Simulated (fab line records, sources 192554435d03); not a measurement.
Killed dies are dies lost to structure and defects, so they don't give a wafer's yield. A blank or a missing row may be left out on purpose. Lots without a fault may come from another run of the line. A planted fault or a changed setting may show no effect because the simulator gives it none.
Which tool did it? | flow n5_finfet | 9 lots, 24 wafers sampled, at 6 steps of a route of 1938

WHAT THE GAUGES READ, wafer by wafer
N5_HKMG_FIN_INSPECT_14: inspects for defects (macro).
lot  | measured    | on                | raw_defect_count
L775 | day 4 16:42 | defect_inspect-02 | 2 0 3
L777 | day 5 02:49 | defect_inspect-01 | 0 1 2
L779 | day 5 15:49 | defect_inspect-01 | 279 3
L780 | day 6 00:34 | defect_inspect-01 | 293 2
L781 | day 6 04:09 | defect_inspect-01 | 2 296
L782 | day 6 11:33 | defect_inspect-02 | 1 2 3
L785 | day 7 06:36 | defect_inspect-02 | 0 2 0
L790 | day 8 10:29 | defect_inspect-02 | 1 2 2
L793 | day 9 03:04 | defect_inspect-02 | 0 3 3

N5_BEOL_M4_RC_MEAS_101.
lot  | measured     | on        | DIBL_N (mV/V)  | DIBL_P (mV/V)  | IOFF_N (nA/um) | IOFF_P (nA/um) | ION_N (uA/um) | ION_P (uA/um) | SS_N (mV/dec)  | SS_P (mV/dec)  | VT_N (mV)   | VT_P (mV)
L775 | day 8 09:55  | prober-01 | 35.3 33.9 35.4 | 34.0 32.8 35.6 | 0.15 0.12 0.15 | 0.18 0.17 0.21 | 665 644 660   | 454 446 456   | 70.9 70.8 71.4 | 73.4 73.3 73.8 | 249 253 253 | -251 -253 -249
L777 | day 9 01:31  | prober-01 | 37.5 35.6 39.1 | 39.8 37.9 42.1 | 0.24 0.21 0.29 | 0.25 0.21 0.29 | 685 682 690   | 460 458 464   | 72.3 71.8 73.6 | 73.0 72.4 74.3 | 243 245 239 | -250 -249 -245
L779 | day 9 16:16  | prober-02 | 35.2 34.3      | 35.5 34.4      | 0.16 0.14      | 0.21 0.19      | 673 659       | 459 455       | 70.9 71.2      | 73.5 71.9      | 247 251     | -252 -253
L780 | day 9 19:09  | prober-02 | 36.0 37.5      | 35.6 37.1      | 0.16 0.20      | 0.21 0.24      | 667 686       | 458 462       | 71.7 71.5      | 72.8 72.8      | 248 245     | -249 -249
L781 | day 9 18:35  | prober-01 | 37.0 37.0      | 39.3 39.2      | 0.16 0.16      | 0.25 0.23      | 656 679       | 464 465       | 71.9 72.1      | 73.5 73.6      | 251 251     | -247 -251
L782 | day 9 21:37  | prober-01 | 39.5 35.5 36.1 | 39.5 35.5 35.8 | 0.22 0.15 0.15 | 0.33 0.23 0.22 | 698 680 677   | 484 472 468   | 72.3 71.4 72.1 | 74.4 73.7 73.2 | 248 248 253 | -241 -245 -247
L785 | day 11 02:34 | prober-02 | 39.9 36.0 35.6 | 40.9 37.5 36.3 | 0.24 0.17 0.16 | 0.29 0.23 0.21 | 703 685 681   | 474 474 461   | 72.0 71.5 71.8 | 73.6 73.0 72.6 | 242 248 247 | -246 -247 -250
L790 | day 12 04:41 | prober-02 | 37.7 36.5 36.4 | 36.8 34.2 34.9 | 0.17 0.15 0.14 | 0.17 0.15 0.15 | 680 668 674   | 453 450 454   | 71.8 71.5 70.8 | 73.3 73.3 72.7 | 248 253 250 | -259 -258 -259
L793 | day 12 23:26 | prober-02 | 39.4 35.8 37.2 | 39.6 34.8 37.5 | 0.22 0.13 0.18 | 0.27 0.18 0.23 | 699 669 688   | 475 462 471   | 71.7 71.5 71.2 | 73.7 72.2 74.1 | 244 255 248 | -247 -251 -250

WHICH TOOL RAN EACH LOT (tool, then ch and the chambers of the sampled wafers, then the start)
lot  | N5_HKMG_FIN_ALD_79                 | N5_HKMG_FIN_PWFM_ALD_03            | N5_HKMG_FIN_ETCH_31               | N5_HKMG_FIN_ETCH_32
L775 | ald_metal-04 ch 0,1,3, day 4 14:43 | ald_metal-03 ch 0,1,2, day 4 15:56 | rie_diel-05 ch 1,2,3, day 4 16:46 | rie_diel-05 ch 1,2,3, day 4 16:50
L777 | ald_metal-04 ch 2,3, day 5 00:52   | ald_metal-03 ch 1,2,3, day 5 02:04 | rie_diel-05 ch 1,2, day 5 02:55   | rie_diel-05 ch 1,2, day 5 02:58
L779 | ald_metal-04 ch 0,2, day 5 13:51   | ald_metal-01 ch 0,2, day 5 14:56   | rie_diel-03 ch 2,3, day 5 15:53   | rie_diel-03 ch 2,3, day 5 15:56
L780 | ald_metal-04 ch 0,1, day 5 22:43   | ald_metal-04 ch 2,3, day 5 23:47   | rie_diel-05 ch 2,3, day 6 00:44   | rie_diel-05 ch 2,3, day 6 00:47
L781 | ald_metal-04 ch 0,1, day 6 01:55   | ald_metal-01 ch 1,3, day 6 03:16   | rie_diel-05 ch 2,3, day 6 04:19   | rie_diel-05 ch 2,3, day 6 04:22
L782 | ald_metal-01 ch 0,1,3, day 6 09:30 | ald_metal-04 ch 1,2,3, day 6 10:39 | rie_diel-04 ch 2,3, day 6 11:37   | rie_diel-04 ch 2,3, day 6 11:40
L785 | ald_metal-01 ch 1,2, day 7 04:32   | ald_metal-01 ch 0,3, day 7 05:42   | rie_diel-04 ch 0,2,3, day 7 06:40 | rie_diel-04 ch 0,2,3, day 7 06:43
L790 | ald_metal-01 ch 0,3, day 8 08:31   | ald_metal-01 ch 1,2, day 8 09:35   | rie_diel-03 ch 0,1,3, day 8 10:43 | rie_diel-03 ch 0,1,3, day 8 10:46
L793 | ald_metal-01 ch 0,1,3, day 9 01:05 | ald_metal-03 ch 1,2, day 9 02:10   | rie_diel-05 ch 0,1, day 9 03:08   | rie_diel-05 ch 0,1, day 9 03:11
- N5_HKMG_FIN_ALD_79: deposits TiN, target thk 1.5 nm, pulse time 1 s, purge time 3 s.
- N5_HKMG_FIN_PWFM_ALD_03: deposits TiN, target thk 2 nm, pulse time 1 s, purge time 3 s.
- N5_HKMG_FIN_ETCH_31: etches SiARC in CF4, target depth 45.5 nm, time 75.8 s.
- N5_HKMG_FIN_ETCH_32: etches SOC in N2/H2, target depth 240 nm, time 300 s.

WHAT THE TOOLS THEMSELVES READ (means of the sampled wafers that have a number; where no wafer has one, the mark that the record gives instead)
N5_HKMG_FIN_ALD_79.
lot  | tool         | heater_power_w (W) | precursor_pulse_height_rel
L775 | ald_metal-04 | 835                | 1.000
L777 | ald_metal-04 | 921                | 0.993
L779 | ald_metal-04 | 852                | 0.990
L780 | ald_metal-04 | 826                | 0.994
L781 | ald_metal-04 | 808                | 1.004
L782 | ald_metal-01 | 897                | 1.010
L785 | ald_metal-01 | 907                | 0.989
L790 | ald_metal-01 | 908                | 0.978
L793 | ald_metal-01 | 886                | 0.977

N5_HKMG_FIN_PWFM_ALD_03.
lot  | tool         | heater_power_w (W) | precursor_pulse_height_rel
L775 | ald_metal-03 | 836                | 0.999
L777 | ald_metal-03 | 767                | 1.013
L779 | ald_metal-01 | 906                | 1.004
L780 | ald_metal-04 | 914                | 0.996
L781 | ald_metal-01 | 897                | 1.004
L782 | ald_metal-04 | 912                | 1.000
L785 | ald_metal-01 | 887                | 1.021
L790 | ald_metal-01 | 913                | 0.991
L793 | ald_metal-03 | 789                | 0.991

N5_HKMG_FIN_ETCH_31.
lot  | tool        | drypump_motor_current_A (A) | etch_rf_on_time_s (s) | oes_product_au (a.u.) | rf_vpp_V (V) | showerhead_plenum_p_Torr (Torr) | throttle_valve_pct (%)
L775 | rie_diel-05 | 5.6                         | 77.9                  | 0.63                  | 184.6        | 2.14                            | 15.65
L777 | rie_diel-05 | 5.6                         | 78.3                  | 0.61                  | 182.7        | 2.10                            | 15.75
L779 | rie_diel-03 | 6.4                         | 74.7                  | 0.69                  | 183.8        | 2.12                            | 15.53
L780 | rie_diel-05 | 5.4                         | 75.5                  | 0.66                  | 183.8        | 2.15                            | 15.50
L781 | rie_diel-05 | 5.4                         | 76.0                  | 0.66                  | 183.1        | 2.15                            | 15.50
L782 | rie_diel-04 | 5.9                         | 76.5                  | 0.59                  | 183.2        | 2.09                            | 15.71
L785 | rie_diel-04 | 5.8                         | 75.9                  | 0.67                  | 184.0        | 2.11                            | 15.71
L790 | rie_diel-03 | 5.7                         | 74.3                  | 0.66                  | 184.1        | 2.11                            | 15.65
L793 | rie_diel-05 | 5.6                         | 77.1                  | 0.73                  | 184.1        | 2.15                            | 15.27

N5_HKMG_FIN_ETCH_32.
lot  | tool        | drypump_motor_current_A (A) | oes_product_au (a.u.) | rf_vpp_V (V) | showerhead_plenum_p_Torr (Torr) | throttle_valve_pct (%)
L775 | rie_diel-05 | 5.5                         | 0.74                  | 524.3        | 2.54                            | 17.76
L777 | rie_diel-05 | 5.6                         | 0.72                  | 521.9        | 2.49                            | 17.84
L779 | rie_diel-03 | 6.4                         | 0.80                  | 523.2        | 2.50                            | 17.80
L780 | rie_diel-05 | 5.4                         | 0.78                  | 524.4        | 2.55                            | 17.65
L781 | rie_diel-05 | 5.4                         | 0.78                  | 524.4        | 2.55                            | 17.63
L782 | rie_diel-04 | 5.9                         | 0.68                  | 522.6        | 2.48                            | 17.88
L785 | rie_diel-04 | 5.9                         | 0.78                  | 522.3        | 2.50                            | 17.92
L790 | rie_diel-03 | 5.8                         | 0.77                  | 522.0        | 2.50                            | 17.87
L793 | rie_diel-05 | 5.6                         | 0.86                  | 522.7        | 2.55                            | 17.43

THE ANSWER, worked out from the rows above alone
Rule: what is usual is taken from the lots themselves. Put in order of their means at a reading, lots are off if they are a third of the lots or fewer, leave a main group of 4 or more, and stand apart from it by a gap of 3 or more times the standard deviation of the main group's means; of several such gaps the widest counts. A main group whose means are all the same, to the digits that the tables above print for the reading, isn't used. A lot without any number at a reading at which 4 lots or more have one is off too. The other lots that the step has rows for count as sound. The gauges are gone through in route order, then the tools' own readings, and for those a lot's mean is taken as printed above. The first step at which some lot is off is used, and at that step the reading that is off furthest; a lot without a number counts as furthest.
Off: L779, L780, L781, at N5_HKMG_FIN_INSPECT_14 (raw_defect_count). The main group: mean 1.5, standard deviation 0.5.
A tool fits if, at a process step before that reading, it ran every lot that is off, and no sound lot after the first of them. The gauges at N5_HKMG_FIN_INSPECT_14 are tried like those tools. Can't be told from this: 2 tools fit, ald_metal-04 at N5_HKMG_FIN_ALD_79, defect_inspect-01 at N5_HKMG_FIN_INSPECT_14.

WHAT THE SIMULATOR HAD PUT IN
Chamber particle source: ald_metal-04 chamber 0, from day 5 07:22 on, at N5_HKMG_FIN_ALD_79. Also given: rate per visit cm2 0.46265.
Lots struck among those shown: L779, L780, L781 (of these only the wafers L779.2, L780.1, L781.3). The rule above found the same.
